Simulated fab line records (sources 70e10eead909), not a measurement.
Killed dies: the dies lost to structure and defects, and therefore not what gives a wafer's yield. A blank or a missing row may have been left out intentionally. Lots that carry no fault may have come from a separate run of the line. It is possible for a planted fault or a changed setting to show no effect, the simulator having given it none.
fab line records ; flow nand-harc
record: lots: 12; wafers: 35; last-day: 33
route steps=1302 shown P_STI@89 P_GATE@146
lots with no fault: from the same line, run without faults
start-h: the number of hours between the record's first day and the start of the first shown wafer of the lot ; wait-h: hours elapsed since this lot's preceding step ; " the same as in the row above ; L1.1+2: a row that stands for several wafers ; - no value, or no start given ; * or withheld: withheld ; < > ~ a bound
route shown NAME@n: NAME is a module with steps in the file, n the number in the route of the first one ; usual: the fault-free wafers' mean and standard deviation ; same: alike in all rows ; chamber/n: place in a boat ; sites: the reading at each site ; _std_site: the values' standard deviation ; _edge_site: outer sites' mean less inner sites' ; radius-mm: for every site, how far away it sits from the centre of the wafer ; mask NAME#n: copy n ; behind: the most recent tool/chamber to have shaped the wafer ; hold: what put the lot on hold/how long, in hours/how the hold closed ; device: whichever transistor did not switch (one of n, p or np) ; end of line: at the end of the route, the tests of the same wafers ; a step given without rows: its recipe and nothing more ; killed: not the wafer's yield, but the dies lost to structure and defects at the first sort ; map: dies across one wafer; x = killed, . = not, _ = none there
set.NAME: setting as actually run; set.NAME@STEP: the setting as run at that earlier step ; model.NAME: the simulator's own value behind a step, which no gauge read
steps of the route over a sample of lots; a table a step, a row a wafer
services: from which hour (start-h, from the record's first day; less than 0 if before it) a tool's chamber was out of use, for how many hours, and why
== steps ==
step: NHARC_P_STI_ETCH_31
recipe: target-depth-a: 1089; time-s: 54.5; cf4-flow-sccm: 100; chf3-flow-sccm: 30; ar-flow-sccm: 0; rf-w: 500; bias-w: 200; chemistry: CF4/CHF3
usual: drypump-motor-current-A: 5.9/0.39; oes-product-au: 0.949/0.022; rf-vpp-V: 371.3/1.9; showerhead-plenum-p-Torr: 1.59/0.051; throttle-valve-pct: 16.801/0.0084
lot.wafer;tool;chamber;start-h;wait-h;drypump-motor-current-A;oes-product-au;rf-hours-counter-h;rf-vpp-V;showerhead-plenum-p-Torr;throttle-valve-pct
L952.4;rie-diel-12;3;-;-;4.6;0.935;7.8;375.3;1.69;16.797
L952.6;rie-diel-12;0;-;-;6.1;0.933;-;371.0;1.61;16.804
L952.5;rie-diel-12;1;-;-;6.0;0.910;-;367.2;1.50;16.808
L954.1;rie-diel-03;1;-;-;5.5;0.946;5.1;374.6;1.66;16.794
L954.4;rie-diel-03;2;-;-;5.8;0.935;5.8;372.1;1.63;16.810
L954.5;rie-diel-03;0;-;-;5.8;0.941;-;372.6;1.59;16.778
L956.4;rie-diel-03;1;-;-;5.5;0.922;5.8;371.9;1.66;16.785
L956.1;rie-diel-03;2;-;-;5.9;0.916;6.2;372.5;1.63;16.796
L956.5;rie-diel-03;1;-;-;5.6;0.912;-;373.4;1.66;16.795
L959.1;rie-diel-01;0;-;-;6.3;0.965;6.5;368.9;1.56;16.795
L959.6;rie-diel-01;0;-;-;6.3;0.958;-;370.0;1.56;16.787
L959.5;rie-diel-01;1;-;-;5.7;0.959;-;369.3;1.55;16.803
L961.2;rie-diel-01;2;-;-;6.3;0.925;6.8;371.5;1.62;16.802
L961.3;rie-diel-01;1;-;-;5.7;0.924;8.1;369.7;1.55;16.811
L961.5;rie-diel-01;3;-;-;5.8;0.922;-;369.7;1.54;16.793
L962.3;rie-diel-03;1;-;-;5.6;0.960;1.7;372.6;1.66;16.811
L962.2;rie-diel-03;2;-;-;5.9;0.954;1.5;371.5;1.63;16.803
L962.6;rie-diel-03;0;-;-;5.8;0.946;-;370.3;1.59;16.799
L966.2;rie-diel-01;0;-;-;6.3;0.929;11.3;370.3;1.56;16.788
L966.4;rie-diel-01;3;-;-;5.8;0.921;-;368.6;1.54;16.795
L966.5;rie-diel-01;0;-;-;6.3;0.923;-;369.7;1.56;16.818
L968.2;rie-diel-01;1;-;-;5.7;0.959;13.1;369.8;1.55;16.805
L968.1;rie-diel-01;0;-;-;6.3;0.972;14.0;370.6;1.56;16.808
L968.6;rie-diel-01;1;-;-;5.7;0.961;-;371.4;1.55;16.797
L969.1;rie-diel-03;1;-;-;5.6;0.918;4.4;374.0;1.66;16.796
L969.2;rie-diel-03;0;-;-;5.8;0.905;4.5;371.7;1.59;16.799
L972.1;rie-diel-01;2;-;-;6.3;0.964;2.8;371.1;1.62;16.800
L972.2;rie-diel-01;3;-;-;5.8;0.973;2.8;368.5;1.54;16.820
L972.6;rie-diel-01;2;-;-;6.3;0.975;-;372.7;1.62;16.793
L973.2;rie-diel-03;0;-;-;5.7;0.969;6.7;372.5;1.59;16.803
L973.6;rie-diel-03;1;-;-;5.5;0.957;-;374.4;1.66;16.826
L973.5;rie-diel-03;2;-;-;5.9;0.964;-;373.1;1.63;16.803
L975.4;rie-diel-01;1;-;-;5.7;0.934;5.9;369.5;1.55;16.798
L975.3;rie-diel-01;2;-;-;6.3;0.957;5.7;371.7;1.62;16.803
L975.6;rie-diel-01;0;-;-;6.3;0.950;-;369.9;1.56;16.799
step: NHARC_P_GATE_HM_OPEN_105
recipe: target-depth-a: 3600; o2-flow-sccm: 400; cos-flow-sccm: 20; ar-flow-sccm: 0; rf-w: 500; bias-w: 300; chemistry: O2/COS
usual: drypump-motor-current-A: 5.6/0.43; o2-flow-sccm: 399.7/1.4; oes-product-au: 0.999/0.0099; rf-vpp-V: 467.7/3; showerhead-plenum-p-Torr: 3.14/0.14; throttle-valve-pct: 28.329/0.0089
lot.wafer;tool;chamber;start-h;wait-h;drypump-motor-current-A;o2-flow-sccm;oes-product-au;rf-hours-counter-h;rf-vpp-V;showerhead-plenum-p-Torr;throttle-valve-pct
L952.4;rie-diel-07;0;-;-;5.6;398.2;0.992;8;465.9;3.01;28.332
L952.5;rie-diel-07;0;-;-;5.6;397.9;0.999;-;465.0;3.01;28.343
L952.6;rie-diel-07;1;-;-;5.1;403.5;1.002;-;466.9;3.12;28.323
L954.1;rie-diel-06;3;-;-;6.1;398.4;0.997;7;471.1;3.25;28.331
L954.4;rie-diel-06;0;-;-;6.1;400.0;0.989;7;471.2;3.33;28.327
L954.5;rie-diel-06;1;-;-;5.7;398.8;1.001;-;464.8;3.01;28.333
L956.4;rie-diel-11;2;-;-;6.3;396.5;1.007;4;467.2;3.03;28.337
L956.1;rie-diel-11;3;-;-;5.4;400.1;0.994;4;467.1;3.12;28.314
L956.5;rie-diel-11;2;-;-;6.3;399.4;0.991;-;464.4;3.03;28.318
L959.1;rie-diel-06;0;-;-;6.1;398.3;0.984;2;471.7;3.33;28.344
L959.5;rie-diel-06;3;-;-;6.1;399.2;0.994;-;468.4;3.24;28.328
L959.6;rie-diel-06;2;-;-;4.6;398.5;0.998;-;470.1;3.30;28.330
L961.3;rie-diel-11;0;-;-;5.6;401.4;1.003;6;470.1;3.24;28.347
L961.2;rie-diel-11;1;-;-;5.4;400.6;1.019;6;471.4;3.34;28.320
L961.5;rie-diel-11;3;-;-;5.4;399.1;0.997;-;466.7;3.11;28.327
L962.3;rie-diel-11;2;-;-;6.3;400.7;0.999;8;464.8;3.03;28.336
L962.2;rie-diel-11;0;-;-;5.7;400.2;1.013;7;469.8;3.24;28.330
L962.6;rie-diel-11;1;-;-;5.4;399.4;1.006;-;469.9;3.34;28.343
L966.4;rie-diel-11;0;-;-;5.7;398.9;1.004;9;470.6;3.24;28.336
L966.2;rie-diel-11;2;-;-;6.3;401.4;0.991;11;466.4;3.03;28.314
L966.5;rie-diel-11;1;-;-;5.4;399.5;1.009;-;472.5;3.34;28.334
L968.1;rie-diel-07;2;-;-;5.4;399.6;0.978;7;462.9;2.95;28.306
L968.2;rie-diel-07;0;-;-;5.6;400.7;1.010;7;464.3;3.00;28.328
L968.6;rie-diel-07;1;-;-;5.1;396.8;0.997;-;468.3;3.12;28.320
L969.1;rie-diel-06;1;-;-;5.6;399.6;1.001;6;463.9;3.01;28.334
L969.2;rie-diel-06;3;-;-;6.1;401.2;0.991;7;470.0;3.24;28.335
L972.2;rie-diel-07;0;-;-;5.7;399.3;0.996;9;465.5;3.00;28.333
L972.1;rie-diel-07;1;-;-;5.1;401.3;0.993;10;466.4;3.12;28.327
L972.6;rie-diel-07;2;-;-;5.3;398.3;0.994;-;464.4;2.95;28.318
L973.2;rie-diel-07;0;-;-;5.6;398.8;0.994;0;464.8;3.00;28.324
L973.5;rie-diel-07;2;-;-;5.3;399.3;0.987;-;464.4;2.95;28.323
L973.6;rie-diel-07;0;-;-;5.6;398.2;1.006;-;464.4;3.00;28.324
L975.3;rie-diel-06;0;-;-;6.1;400.2;0.995;0;472.0;3.32;28.328
L975.4;rie-diel-06;1;-;-;5.7;401.2;0.993;0;463.8;3.01;28.354
L975.6;rie-diel-06;0;-;-;6.1;401.0;0.988;-;470.6;3.32;28.334
step: NHARC_P_GATE_ETCH_32
recipe: target-depth-a: 1500; over-etch-frac: 1; over-etch-ion-energy-ev: 40; time-s: 100.1; hbr-flow-sccm: 150; cl2-flow-sccm: 50; rf-w: 400; icp-w: 400; bias-w: 100; chemistry: HBr/Cl2
usual: drypump-motor-current-A: 5.8/0.52; oes-product-au: 0.999/0.01; over-etch-frac: 1/0; throttle-valve-pct: 26.406/0.0089
lot.wafer;tool;chamber;start-h;wait-h;drypump-motor-current-A;oes-product-au;over-etch-frac;rf-hours-counter-h;throttle-valve-pct
L952.6;rie-si-01;2;104.49;-;5.3;1.003;1;-;26.402
L952.5;rie-si-01;3;104.49;-;6.5;1.001;1;-;26.405
L952.4;rie-si-01;0;104.49;-;5.3;0.991;1;-;26.395
L954.4;rie-si-02;0;111.01;-;5.7;0.998;1;0.0;26.392
L954.1;rie-si-02;3;111.01;-;6.0;1.010;1;0.0;26.398
L954.5;rie-si-02;1;111.01;-;4.7;1.001;1;-;26.401
L956.1;rie-si-02;0;138.70;-;5.7;0.992;1;0.3;26.400
L956.4;rie-si-02;1;138.70;-;4.7;0.985;1;0.3;26.399
L956.5;rie-si-02;1;138.70;-;4.7;0.991;1;-;26.403
L959.1;rie-si-03;2;166.85;-;6.2;0.994;1;0.7;26.403
L959.5;rie-si-03;0;166.85;-;5.7;0.988;1;-;26.405
L959.6;rie-si-03;2;166.85;-;6.2;0.992;1;-;26.405
L961.2;rie-si-03;3;189.27;-;6.1;0.977;1;0.8;26.409
L961.3;rie-si-03;0;189.27;-;5.7;0.980;1;0.9;26.405
L961.5;rie-si-03;3;189.27;-;6.1;0.983;1;-;26.392
L962.2;rie-si-02;2;201.95;-;6.3;1.002;1;0.5;26.407
L962.3;rie-si-02;0;201.95;-;5.8;0.990;1;0.7;26.402
L962.6;rie-si-02;1;201.95;-;4.7;0.996;1;-;26.396
L966.2;rie-si-02;0;249.26;-;5.8;1.003;1.529;1.0;26.403
L966.4;rie-si-02;3;249.26;-;6.0;0.988;1;0.9;26.407
L966.5;rie-si-02;0;249.26;-;5.7;0.990;1;-;26.406
L968.2;rie-si-02;1;257.10;-;4.7;0.982;1.529;1.0;26.411
L968.1;rie-si-02;2;257.10;-;6.3;0.993;1.529;0.9;26.407
L968.6;rie-si-02;2;257.10;-;6.3;0.999;1;-;26.399
L969.1;rie-si-02;2;266.90;-;6.3;0.998;1.529;1.0;26.400
L969.2;rie-si-02;1;266.90;-;4.7;0.996;1.529;1.2;26.417
L972.1;rie-si-03;2;293.57;-;6.2;0.995;1;0.4;26.402
L972.2;rie-si-03;1;293.57;-;5.8;1.003;1;0.4;26.408
L972.6;rie-si-03;2;293.57;-;6.2;1.003;1;-;26.418
L973.2;rie-si-03;1;305.06;-;5.8;1.010;1;0.5;26.389
L973.5;rie-si-03;0;305.06;-;5.6;0.991;1;-;26.410
L973.6;rie-si-03;1;305.06;-;5.8;1.013;1;-;26.400
L975.4;rie-si-03;3;325.21;-;6.1;1.001;1;0.5;26.404
L975.3;rie-si-03;0;325.21;-;5.6;0.989;1;0.5;26.393
L975.6;rie-si-03;0;325.21;-;5.6;0.993;1;-;26.408
step: NHARC_P_GATE_STRIP_76
recipe: power-w: 1500; temp-c: 250; chemistry: O2
usual: drypump-motor-current-A: 5.5/0.57; heater-power-w: 328/23
lot.wafer;tool;chamber;start-h;wait-h;drypump-motor-current-A;heater-power-w;rf-hours-counter-h
L952.4;plasma-asher-02;0;118.39;0.2;5.0;322;-
L952.5;plasma-asher-02;0;118.39;0.2;5.0;320;-
L952.6;plasma-asher-02;1;118.39;0.2;5.1;344;-
L954.1;plasma-asher-02;1;127.05;0.2;5.1;343;8
L954.4;plasma-asher-02;0;127.05;0.2;4.9;311;-
L954.5;plasma-asher-02;0;127.05;0.2;4.9;311;-
L956.1;plasma-asher-02;0;152.62;0.2;5.0;314;14
L956.4;plasma-asher-02;1;152.62;0.2;5.1;345;-
L956.5;plasma-asher-02;0;152.62;0.2;4.9;315;-
L959.1;plasma-asher-02;1;180.84;0.2;5.1;339;22
L959.5;plasma-asher-02;1;180.84;0.2;5.1;346;-
L959.6;plasma-asher-02;0;180.84;0.2;4.9;322;-
L961.2;plasma-asher-02;0;203.17;0.2;4.9;316;26
L961.3;plasma-asher-02;1;203.17;0.2;5.0;357;-
L961.5;plasma-asher-02;1;203.17;0.2;5.1;345;-
L962.2;plasma-asher-02;0;215.79;0.2;5.0;312;27
L962.3;plasma-asher-02;0;215.79;0.2;5.0;318;-
L962.6;plasma-asher-02;0;215.79;0.2;4.9;309;-
L966.2;plasma-asher-01;1;263.11;0.2;6.3;305;17
L966.4;plasma-asher-01;1;263.11;0.2;6.3;300;-
L966.5;plasma-asher-01;1;263.11;0.2;6.3;307;-
L968.2;plasma-asher-01;1;270.66;0.2;6.3;294;20
L968.1;plasma-asher-01;0;270.66;0.2;6.1;350;20
L968.6;plasma-asher-01;0;270.66;0.2;6.1;351;-
L969.2;plasma-asher-01;1;282.91;0.2;6.2;303;23
L969.1;plasma-asher-01;0;282.91;0.2;6.1;343;23
L972.2;plasma-asher-02;0;307.41;0.2;4.9;295;11
L972.1;plasma-asher-02;1;307.41;0.2;5.1;346;11
L972.6;plasma-asher-02;0;307.41;0.2;4.9;291;-
L973.2;plasma-asher-02;1;319.00;0.2;5.1;348;13
L973.5;plasma-asher-02;1;319.00;0.2;5.1;340;-
L973.6;plasma-asher-02;0;319.00;0.2;4.9;289;-
L975.3;plasma-asher-02;0;338.97;0.2;4.9;285;-
L975.4;plasma-asher-02;1;338.97;0.2;5.1;349;-
L975.6;plasma-asher-02;0;338.97;0.2;4.9;287;-
== services ==
tool;chamber;start-h;hours;kind
rie-diel-01;-;26.80;9.0;pm
rie-si-03;2;41.82;2.2;repair
rie-si-03;-;44.01;9.0;pm
rie-diel-01;2;45.34;5.1;repair
plasma-asher-02;-;72.00;9.0;pm
rie-si-03;0;86.13;7.3;repair
rie-si-02;-;100.00;9.0;pm
rie-diel-01;-;130.92;1.2;repair
rie-si-03;3;156.85;2.8;repair
rie-diel-01;1;160.13;15.5;repair
rie-si-03;3;160.89;8.7;repair
rie-si-02;0;169.67;9.1;repair
rie-diel-01;1;180.69;8.6;repair
rie-si-03;-;186.16;0.2;repair
rie-diel-01;2;193.12;6.9;repair
rie-diel-01;-;203.80;9.0;pm
rie-si-02;1;205.77;5.2;repair
plasma-asher-02;-;210.77;0.9;repair
plasma-asher-02;-;249.00;9.0;pm
rie-si-02;0;249.93;11.6;repair
rie-si-02;-;277.00;9.0;pm
plasma-asher-02;-;278.78;1.4;repair
rie-diel-01;3;282.50;2.4;repair
rie-diel-01;1;318.02;9.3;repair
== key ==
first-sign: step: NHARC_P_GATE_ETCH_32; reading: over-etch-frac; direction: up; sigmas: 99+; usual: 1; struck: 1.529
effect none on later readings
met-at NHARC_P_GATE_ETCH_32
struck-lots L966,L968,L969
struck-wafers L966.2,L968.1,L968.2,L969.1,L969.2
tester-left-out L966,L968,L969
not-acting-at NHARC_P_STI_ETCH_31,NHARC_P_GATE_HM_OPEN_105,NHARC_P_GATE_STRIP_76
onset-between 201.95 249.26
fault: kind: process-parameter-drift; tool: rie-si-02; chamber: -; onset-h: 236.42; steps: NHARC_P_GATE_ETCH_32; channel: over-etch-frac; offset: 0.52902; shape: step; end-h: 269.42; scope: struck-wafers-only; stated: 1
tester-left-out: of these lots the tester's yield and bins aren't shown, on N5 and GAA mostly nor the transistor test; their killed dies are dies lost to structure and defects alone, not to doping, threshold or leakage, so they don't give the yield
